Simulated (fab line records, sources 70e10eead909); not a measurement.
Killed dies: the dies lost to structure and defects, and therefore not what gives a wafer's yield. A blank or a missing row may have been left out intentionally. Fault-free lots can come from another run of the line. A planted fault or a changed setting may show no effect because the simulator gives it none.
fab line records    flow nand_harc
record lots=5  wafers=15  last_day=33
route steps=1302 shown A_CONTACT@1007 END@1302
lots that met no fault: taken from a fault-free run of the same line
start_h: the number of hours between the record's first day and the start of the first shown wafer of the lot    wait_h: hours from the lot's prior step to this one    " as in the row above    L1.1+2: a row that stands for several wafers    - either no value or no given start    * or withheld: withheld    < > ~ a bound
route shown NAME@n: NAME is a module with steps in the file, n the number in the route of the first one    usual: the fault-free wafers' mean and standard deviation    same: alike in all rows    chamber/n: place in a boat    sites: per-site readings    _std_site: their standard deviation    _edge_site: the outer-site mean with the inner-site mean subtracted    radius_mm: how far each site lies from the wafer's centre    mask NAME#n: copy n    behind: the last tool/chamber to shape the wafer    hold: why the lot was held/for how many hours/how that ended    device: whichever transistor did not switch (one of n, p or np)    end of line: tests run on the same wafers once the route is complete    a step given without rows: its recipe and nothing more    killed: not the wafer's yield, but the dies lost to structure and defects at the first sort    map: per-die view of a wafer (x killed, . not killed, _ where there is no die)
set.NAME: the setting that was run; set.NAME@STEP: the one run at that earlier step    model.NAME: the simulator's own value behind a step, which no gauge read
lots seen at some steps along the route; tables by step, rows by wafer
services: a tool's chamber out of use, with start hour (start_h, from the record's first day; less than 0 if before it), hours out, and reason
## steps
# step NHARC_A_CONTACT_ETCH_113
# recipe source_w=withheld  pressure_mtorr=20  bias_v=3000  time_s=190  target_depth_a=18500  ar_flow_sccm=withheld  c4f8_flow_sccm=withheld  o2_flow_sccm=withheld  chemistry=C4F8/O2/Ar
lot.wafer  tool             chamber  start_h  wait_h  rf_hours_counter_h
L577.1     har_cap_etch-03  1        497.06   0.1     34
L577.4     "                0        "        "       -
L577.5     "                0        "        "       -
L583.2     har_cap_etch-03  0        552.33   0.1     47
L583.4     "                1        "        "       -
L583.6     "                1        "        "       -
L589.1     har_cap_etch-03  1        605.71   0.1     57
L589.5     "                0        "        "       -
L589.6     "                1        "        "       -
L596.2     har_cap_etch-01  1        693.69   0.1     31
L596.4     "                0        "        "       -
L596.3     "                1        "        "       -
L600.4     har_cap_etch-02  0        723.16   0.1     -
L600.6     "                1        "        "       -
L600.5     "                0        "        "       -
# step NHARC_A_CONTACT_ETCH_114
# recipe source_w=withheld  pressure_mtorr=20  bias_v=3000  time_s=190  target_depth_a=18500  ar_flow_sccm=withheld  c4f8_flow_sccm=withheld  o2_flow_sccm=withheld  chemistry=C4F8/O2/Ar
# step NHARC_A_CONTACT_ETCH_115
# recipe source_w=withheld  pressure_mtorr=20  bias_v=3000  time_s=190  target_depth_a=18500  ar_flow_sccm=withheld  c4f8_flow_sccm=withheld  o2_flow_sccm=withheld  chemistry=C4F8/O2/Ar
# step NHARC_A_CONTACT_ETCH_116
# recipe source_w=withheld  pressure_mtorr=20  bias_v=3000  time_s=190  target_depth_a=18500  ar_flow_sccm=withheld  c4f8_flow_sccm=withheld  o2_flow_sccm=withheld  chemistry=C4F8/O2/Ar
lot.wafer  tool             chamber  start_h  wait_h  rf_hours_counter_h
L577.1     har_cap_etch-03  1        497.58   0.1     35
L577.4     "                0        "        "       -
L577.5     "                0        "        "       -
L583.2     har_cap_etch-03  0        552.84   0.1     47
L583.4     "                1        "        "       -
L583.6     "                1        "        "       -
L589.1     har_cap_etch-03  1        606.23   0.1     57
L589.5     "                0        "        "       -
L589.6     "                1        "        "       -
L596.2     har_cap_etch-01  1        694.20   0.1     31
L596.4     "                0        "        "       -
L596.3     "                1        "        "       -
L600.4     har_cap_etch-02  0        723.67   0.1     -
L600.6     "                1        "        "       -
L600.5     "                0        "        "       -
# step NHARC_A_CONTACT_ETCH_117
# recipe source_w=withheld  pressure_mtorr=20  bias_v=3000  time_s=190  target_depth_a=18500  ar_flow_sccm=withheld  c4f8_flow_sccm=withheld  o2_flow_sccm=withheld  chemistry=C4F8/O2/Ar
# step NHARC_A_CONTACT_ETCH_118
# recipe source_w=withheld  pressure_mtorr=20  bias_v=3000  time_s=190  target_depth_a=18500  ar_flow_sccm=withheld  c4f8_flow_sccm=withheld  o2_flow_sccm=withheld  chemistry=C4F8/O2/Ar
# step NHARC_A_CONTACT_ETCH_119
# recipe source_w=withheld  pressure_mtorr=20  bias_v=3000  time_s=190  target_depth_a=18500  ar_flow_sccm=withheld  c4f8_flow_sccm=withheld  o2_flow_sccm=withheld  chemistry=C4F8/O2/Ar
lot.wafer  tool             chamber  start_h  wait_h  rf_hours_counter_h
L577.1     har_cap_etch-03  1        498.09   0.1     35
L577.4     "                0        "        "       -
L577.5     "                0        "        "       -
L583.2     har_cap_etch-03  0        553.35   0.1     48
L583.4     "                1        "        "       -
L583.6     "                1        "        "       -
L589.1     har_cap_etch-03  1        606.74   0.1     57
L589.5     "                0        "        "       -
L589.6     "                1        "        "       -
L596.2     har_cap_etch-01  1        694.71   0.1     32
L596.4     "                0        "        "       -
L596.3     "                1        "        "       -
L600.4     har_cap_etch-02  0        724.19   0.1     -
L600.6     "                1        "        "       -
L600.5     "                0        "        "       -
# step NHARC_A_CONTACT_ETCH_120
# recipe source_w=withheld  pressure_mtorr=20  bias_v=3000  time_s=190  target_depth_a=18500  ar_flow_sccm=withheld  c4f8_flow_sccm=withheld  o2_flow_sccm=withheld  chemistry=C4F8/O2/Ar
# step NHARC_A_CONTACT_ETCH_121
# recipe source_w=withheld  pressure_mtorr=20  bias_v=3000  time_s=190  target_depth_a=18500  ar_flow_sccm=withheld  c4f8_flow_sccm=withheld  o2_flow_sccm=withheld  chemistry=C4F8/O2/Ar
# step NHARC_A_CONTACT_ETCH_122
# recipe source_w=withheld  pressure_mtorr=20  bias_v=3000  time_s=190  target_depth_a=18500  ar_flow_sccm=withheld  c4f8_flow_sccm=withheld  o2_flow_sccm=withheld  chemistry=C4F8/O2/Ar
lot.wafer  tool             chamber  start_h  wait_h  rf_hours_counter_h
L577.1     har_cap_etch-03  1        498.60   0.1     35
L577.4     "                0        "        "       -
L577.5     "                0        "        "       -
L583.2     har_cap_etch-03  0        553.87   0.1     48
L583.4     "                1        "        "       -
L583.6     "                1        "        "       -
L589.1     har_cap_etch-03  1        607.25   0.1     58
L589.5     "                0        "        "       -
L589.6     "                1        "        "       -
L596.2     har_cap_etch-01  1        695.23   0.1     32
L596.4     "                0        "        "       -
L596.3     "                1        "        "       -
L600.4     har_cap_etch-02  0        724.70   0.1     -
L600.6     "                1        "        "       -
L600.5     "                0        "        "       -
# step NHARC_A_CONTACT_ETCH_123
# recipe source_w=withheld  pressure_mtorr=20  bias_v=400  time_s=490  target_depth_a=21100  ar_flow_sccm=withheld  c4f8_flow_sccm=11.5  o2_flow_sccm=7.2  chemistry=C4F8/O2/Ar
# step NHARC_A_CONTACT_ETCH_90
# recipe target_depth_a=400  over_etch_frac=0.5  time_s=85.7  ion_energy_ev=120  ch3f_flow_sccm=50  o2_flow_sccm=30  ar_flow_sccm=200  rf_w=500  bias_w=100  chemistry=CH3F/O2
# usual drypump_motor_current_A=5.9/0.64  oes_product_au=0.95/0.037  rf_fwd_power_W=496.3/2  rf_vpp_V=244.5/1.5  showerhead_plenum_p_Torr=2.46/0.1  throttle_valve_pct=20.663/0.0094
lot.wafer  tool         chamber  start_h  wait_h  drypump_motor_current_A  oes_product_au  rf_fwd_power_W  rf_hours_counter_h  rf_vpp_V  showerhead_plenum_p_Torr  throttle_valve_pct
L577.4     rie_diel-04  2        499.74   0.7     6.4                      0.97            496.5           19                  245.5     2.44                      20.672
L577.1     "            0        "        "       4.8                      0.93            498.3           21                  243.5     2.36                      20.665
L577.5     "            2        "        "       6.4                      0.96            496.7           -                   243.8     2.44                      20.663
L583.2     rie_diel-04  1        555.05   0.9     6.5                      0.92            493.6           3                   245.8     2.65                      20.674
L583.4     "            2        "        "       6.4                      0.93            498.6           -                   244.6     2.44                      20.673
L583.6     "            1        "        "       6.5                      0.91            491.8           -                   247.2     2.65                      20.680
L589.1     rie_diel-04  1        608.40   0.8     6.5                      0.99            493.1           12                  246.0     2.65                      20.649
L589.6     "            3        "        "       6.5                      1.00            497.0           -                   245.6     2.40                      20.657
L589.5     "            0        "        "       4.9                      0.99            497.4           -                   242.8     2.36                      20.659
L596.3     rie_diel-04  3        696.36   0.6     6.5                      0.92            495.0           24                  241.9     2.40                      20.656
L596.4     "            0        "        "       4.8                      0.92            493.0           23                  242.6     2.35                      20.676
L596.2     "            2        "        "       6.4                      0.92            497.4           28                  243.3     2.43                      20.675
L600.4     rie_diel-03  1        725.82   0.7     5.7                      0.92            493.5           -                   243.7     2.45                      20.668
L600.6     "            3        "        "       5.9                      0.92            496.3           -                   245.7     2.63                      20.664
L600.5     "            0        "        "       6.5                      0.91            495.4           -                   245.0     2.50                      20.660
# step NHARC_A_CONTACT_ETCH_96
# recipe target_depth_a=200  over_etch_frac=0.5  time_s=10  ion_energy_ev=250  c4f6_flow_sccm=25  o2_flow_sccm=20  ar_flow_sccm=500  rf_w=600  bias_w=500  chemistry=C4F6/O2
# usual drypump_motor_current_A=6.0/0.63  oes_product_au=0.968/0.025  rf_fwd_power_W=587.0/2.7  rf_vpp_V=547/3.3  showerhead_plenum_p_Torr=3.94/0.15  throttle_valve_pct=26.904/0.0092
lot.wafer  tool         chamber  start_h  wait_h  drypump_motor_current_A  oes_product_au  rf_fwd_power_W  rf_hours_counter_h  rf_vpp_V  showerhead_plenum_p_Torr  throttle_valve_pct
L577.1     rie_diel-04  3        499.86   -       6.5                      0.961           585.9           21                  544       3.85                      26.904
L577.4     "            0        "        "       4.8                      0.946           589.2           21                  543       3.78                      26.913
L577.5     "            1        "        "       6.5                      0.966           584.2           -                   552       4.22                      26.888
L583.2     rie_diel-04  2        555.18   0.1     6.4                      0.967           590.6           3                   546       3.89                      26.915
L583.4     "            1        "        "       6.5                      0.946           584.1           -                   554       4.21                      26.900
L583.6     "            0        "        "       4.9                      0.933           592.0           -                   544       3.78                      26.902
L589.1     rie_diel-04  0        608.51   -       4.9                      0.790           593.2           11                  543       3.77                      26.911
L589.5     "            2        "        "       6.4                      1.001           590.1           -                   546       3.88                      26.895
L589.6     "            3        "        "       6.5                      0.994           582.9           -                   544       3.84                      26.896
L596.3     rie_diel-04  2        696.50   -       6.4                      0.926           589.7           28                  547       3.87                      26.898
L596.2     "            3        "        "       6.5                      0.950           584.0           24                  544       3.83                      26.903
L596.4     "            0        "        "       4.8                      0.934           592.5           23                  542       3.76                      26.908
L600.5     rie_diel-03  3        725.94   0.1     6.0                      0.957           585.6           -                   553       4.17                      26.902
L600.6     "            0        "        "       6.6                      0.953           584.2           -                   548       3.99                      26.902
L600.4     "            1        "        "       5.7                      0.971           587.0           -                   547       3.92                      26.901
# step NHARC_A_CONTACT_CD_MEAS_53
# usual cd_nm=289.5/0.81
lot.wafer  tool       chamber  start_h  wait_h  cd_nm
L577.1     cd_sem-01  -        499.94   -       289.1
L577.4     "          -        "        "       290.0
L577.5     "          -        "        "       289.4
L583.2     cd_sem-03  -        555.27   -       289.4
L583.4     "          -        "        "       289.5
L583.6     "          -        "        "       290.1
L589.1     cd_sem-03  -        608.59   -       289.6
L589.5     "          -        "        "       288.5
L589.6     "          -        "        "       289.6
L596.2     cd_sem-01  -        696.58   -       289.2
L596.3     "          -        "        "       289.5
L596.4     "          -        "        "       289.2
L600.4     cd_sem-03  -        726.03   -       290.8
L600.5     "          -        "        "       291.0
L600.6     "          -        "        "       291.3
# step NHARC_END_SORT_01
# recipe temp_c=25
# usual killed_at_array=65/19  killed_at_other=0.9/1.1  killed_at_periphery=3.5/2.3  killed_dies=69/19  killed_open=3.2/1.8  killed_short=2.4/1.5
# same gross_dies=677
lot.wafer  tool       chamber  start_h  wait_h  killed_at_array  killed_at_other  killed_at_periphery  killed_dies  killed_open  killed_short
L589.1     prober-01  0        676.05   2.5     502              1                1                    504          4            2
# killed by level:class
L589.1 A_CONTACT:area_etch=427 A_CHANNEL_HOLE_D1:chamber_film_flake=35 A_CHANNEL_HOLE_D2:chamber_film_flake=19 A_STAIRCASE:chamber_film_flake=6 A_CONTACT:chamber_film_flake=5 A_SLIT:chamber_film_flake=2 A_CHANNEL_FILL_D1:geometric_particle:short=1 A_CHANNEL_FILL_D1:geometric_particle:open=1
# map L589.1 (x killed, . not)
____________x____________
_________.xxxxxx_________
_______..x.xxxxxxx_______
______xxxxxxxxxxxxx______
_____x.xxxxxxxxxxxxx_____
____xxxxx..xxxxxxx.xx____
____xx...xx.xxxxxxxxx____
___xxxxxxxxxxx..xxxxxx___
___xxx....x.x.xxx.xxxx___
__x.x.xxxx.xx.xxxxxxxxx__
__..xxxxxx...xxxxxxxxxx__
_xxxxxx..xxxxxxxxxxxxxxx_
_.xxxxx.x.x.xxx..x.x.xxx_
_xxxxxx.xxx.x..xxxxxxxxx_
_.xx.xx...xxx.x...xxxxxx_
_.xx.......xx.xxxxxxxxxx_
.xxxxxxxxxxxxx.x.xxxxxxxx
xxx....xx.x.x.xx.xxxxxxxx
xx.xx..xxxxxx..xxx.x.xxxx
..xxxxxxxxxxx.x..xxxxx.xx
x.xx.x.xxxx.xx..xx.xxxxxx
_x....xxxxx.xxxx....xxxx_
_x...xxxxxx..x.xxxxxxxxx_
_....xxxx.xx.xxxx.xxxxxx_
_x.xxxxxx.xxx.xxxxxx.xxx_
_xxx.xxxxxx.x..xxxxxxxxx_
__xxx.xx..x.x...xx.xxxx__
__xx...xxxx..x.x.x.x.xx__
___.x.xx.xxx..xx.xxxxx___
___xx...x....xxxx.xxx.___
____x.xxx..xx.xxxxxxx____
____xxxxxx.x..x.xxxxx____
_____.xxx.xxx..xxxxx_____
______xxxx.x.xxx.xx______
_______xx.xxxxxxxx_______
_________x.xxxx._________
____________x____________
# map L577.4 (x killed, . not)
____________.____________
_________......._________
_______........x.._______
______.............______
_____.........x....._____
____.................____
____.................____
___..............x....___
___...................___
__.....................__
__....................x__
_......................._
_......................._
_............x.....x...._
_.....................x._
_...............x...x..._
..........x..............
x.........x..............
.....xxxxxxx.....xx......
........x.x..............
....xxxxxxxxx............
_....xxxxxx.x..........._
_....xxxxx.x............_
_......xxxx........x...._
_.....xxxx.............._
_....x.xxx......x......._
__...xx.x.xx......x....__
__........x............__
___...x...............___
___...................___
____.................____
____..........x......____
_____..........x...._____
______.............______
_______..........._______
_________......._________
____________.____________
## services
tool             chamber  start_h  hours  kind
rie_diel-04      0        486.44   -      clean
rie_diel-04      1        486.44   -      clean
rie_diel-04      2        486.44   -      clean
rie_diel-04      3        486.44   -      clean
har_cap_etch-02  -        495.24   1.5    repair
har_cap_etch-01  -        497.00   17.0   pm
rie_diel-04      1        502.51   8.2    repair
rie_diel-03      1        502.74   20.3   repair
rie_diel-04      0        510.94   -      clean
rie_diel-04      1        510.94   -      clean
rie_diel-04      2        510.94   -      clean
rie_diel-04      3        510.94   -      clean
rie_diel-04      -        531.90   9.0    pm
rie_diel-04      0        531.90   9.0    vent_cycle
rie_diel-04      1        531.90   9.0    vent_cycle
rie_diel-04      3        553.18   5.9    repair
rie_diel-04      -        581.88   0.7    repair
rie_diel-03      0        606.54   6.3    repair
rie_diel-04      1        637.44   7.2    repair
rie_diel-03      -        638.00   9.0    pm
rie_diel-04      0        663.33   5.6    repair
rie_diel-04      0        674.89   6.6    repair
rie_diel-04      -        708.90   9.0    pm
rie_diel-03      2        723.05   8.7    repair
## key
first_sign step=NHARC_A_CONTACT_ETCH_96  reading=oes_product_au  direction=down  sigmas=7  usual=0.968  struck=0.790
effect step=NHARC_END_SORT_01  reading=killed_at_array  direction=up  sigmas=23  usual=65  struck=502
more_kills_born_at NHARC_A_CONTACT_ETCH_96@rie_diel-04=427
met_at NHARC_A_CONTACT_ETCH_96
struck_wafers L589.1
later_rows_left_out L589.1
tester_left_out L589
onset_between 555.18 608.51
fault kind=process_parameter_drift  tool=rie_diel-04  chamber=0  onset_h=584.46  steps=NHARC_A_CONTACT_ETCH_96  channel=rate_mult  offset=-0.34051  shape=step  end_h=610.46
# tester_left_out: of these lots the tester's yield and bins aren't shown, on N5 and GAA mostly nor the transistor test; their killed dies are dies lost to structure and defects alone, not to doping, threshold or leakage, so they don't give the yield
# later_rows_left_out: the simulator's readings of these wafers behind a module that went badly wrong aren't trusted and aren't shown, but for the sort
